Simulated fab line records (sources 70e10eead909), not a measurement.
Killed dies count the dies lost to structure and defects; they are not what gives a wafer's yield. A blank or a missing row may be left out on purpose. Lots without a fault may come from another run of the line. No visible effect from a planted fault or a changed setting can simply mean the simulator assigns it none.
8D (eight disciplines) problem report, filled in by code / flow nand_harc / the parts of the form that need people (team, actions taken, sign-off) are left out

== 1. THE PROBLEM ==
NHARC_A_ONON_D2_THK_MEAS_34, thk_nm: mean 180 nm over 1 wafer from 1 lot; wafers with no fault: 200 nm, standard deviation 3.5. That puts it -5.7 standard deviations away from the usual mean.
The step: measures by ellipsometry.
The first sign was on wafer L248.2 at day 20 01:31, on film_metro-02. The record holds 36 wafers of 12 lots with a number at this step. Rule for "out" (also "out of limits"): further than 4 standard deviations from the usual mean. All remaining wafers that have a number are taken as sound.

== 2. WHAT IT IS; WHAT IT IS NOT ==
question=which readings at this step | is=thk_nm | is not=-
question=which lots | is=L248 | is not=L230, L231, L232, L233, L234, L235, L236, L237, L241, L249, L251
question=which wafers of those lots | is=L248.2 | is not=L248.1, L248.6
question=read on which gauges | is=film_metro-02 | is not=film_metro-01
question=when | is=from day 20 01:31 | is not=up to then (29 sound wafers); but 6 sound wafers of L249, L251 came after

== 3. WHAT RULES OUT EACH SUSPECT ==
Counting: a tool at a process step up to the reading stays a suspect if it ran every lot that is out. Sound lots after the first of them don't rule it out here, since some wafers of a struck lot are sound.
- ruled out: the gauge at NHARC_A_ONON_D2_THK_MEAS_34. All the wafers that are out were read on film_metro-02, but those of them that NHARC_A_ONON_D2_DEP_33 has rows for are out there too, on other tools.
- cmp-01 at NHARC_A_DECK1_JOINT_CMP_13 (polishes, target thk 51.023 nm): kept. It ran the lot that is out, L248 (day 18 15:19); its last sound lot up to then is L241 (day 15 17:46).
- pecvd-03 at NHARC_A_ONON_D2_DEP_33 (deposits SiO2, target thk 200 nm): kept. It ran the lot that is out, L248 (day 20 01:06); its last sound lot up to then is L241 (day 17 08:54). Its own mfc_precursor_sccm readings are out on those wafers.
- In cmp-01 at NHARC_A_DECK1_JOINT_CMP_13, the wafers that are out were processed in chamber 0 and their sound lot-mates in chambers 2, 3.
- In pecvd-03 at NHARC_A_ONON_D2_DEP_33, the wafers that are out were processed in chamber 2 and their sound lot-mates in chambers 0, 1.
The count leaves pecvd-03 at NHARC_A_ONON_D2_DEP_33 and cmp-01 at NHARC_A_DECK1_JOINT_CMP_13.

== 4. THE CAUSE (what the simulator had put in) ==
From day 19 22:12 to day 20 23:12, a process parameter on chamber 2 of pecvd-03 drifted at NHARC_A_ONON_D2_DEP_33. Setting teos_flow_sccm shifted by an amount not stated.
Counting left 2 suspects, and this tool is among them.

== 5. THE CHAIN OF EFFECTS, in route order ==
Each row: a reading whose mean over the struck wafers that have a number lies more than 3 standard deviations from the usual. Only readings whose record carries a usual standard deviation are examined. hours: median over the lots of the time between each lot's start at the first step of this table that gives one and its start at this step. sigmas: the change, counted in usual standard deviations.
hours=0; step=NHARC_A_ONON_D2_DEP_33; reading=mfc_precursor_sccm; usual=161.3 sccm; on struck wafers=148.6; change=-12.7; sigmas=-30
hours=0; step=NHARC_A_ONON_D2_THK_MEAS_34; reading=thk_nm; usual=200 nm; on struck wafers=180; change=-20; sigmas=-5.7
Its process steps:
- NHARC_A_ONON_D2_DEP_33: deposits SiO2, target thk 200 nm.

== 6. WHAT WOULD HAVE CAUGHT IT SOONER ==
Counted from the fault's start at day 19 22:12, it took 3 hours until the first out-of-limits reading at a measuring or inspecting step in this record, taken at day 20 01:31.
Tool's own readings at NHARC_A_ONON_D2_DEP_33, mfc_precursor_sccm: out on all struck wafers the step has rows for; an alarm limit on them would have tripped on the first.
By day 20 01:31 the whole set of lots that are out, 1 in number, had already begun NHARC_A_ONON_D2_DEP_33 on pecvd-03. Tool hold at that time: it would have spared none of them.
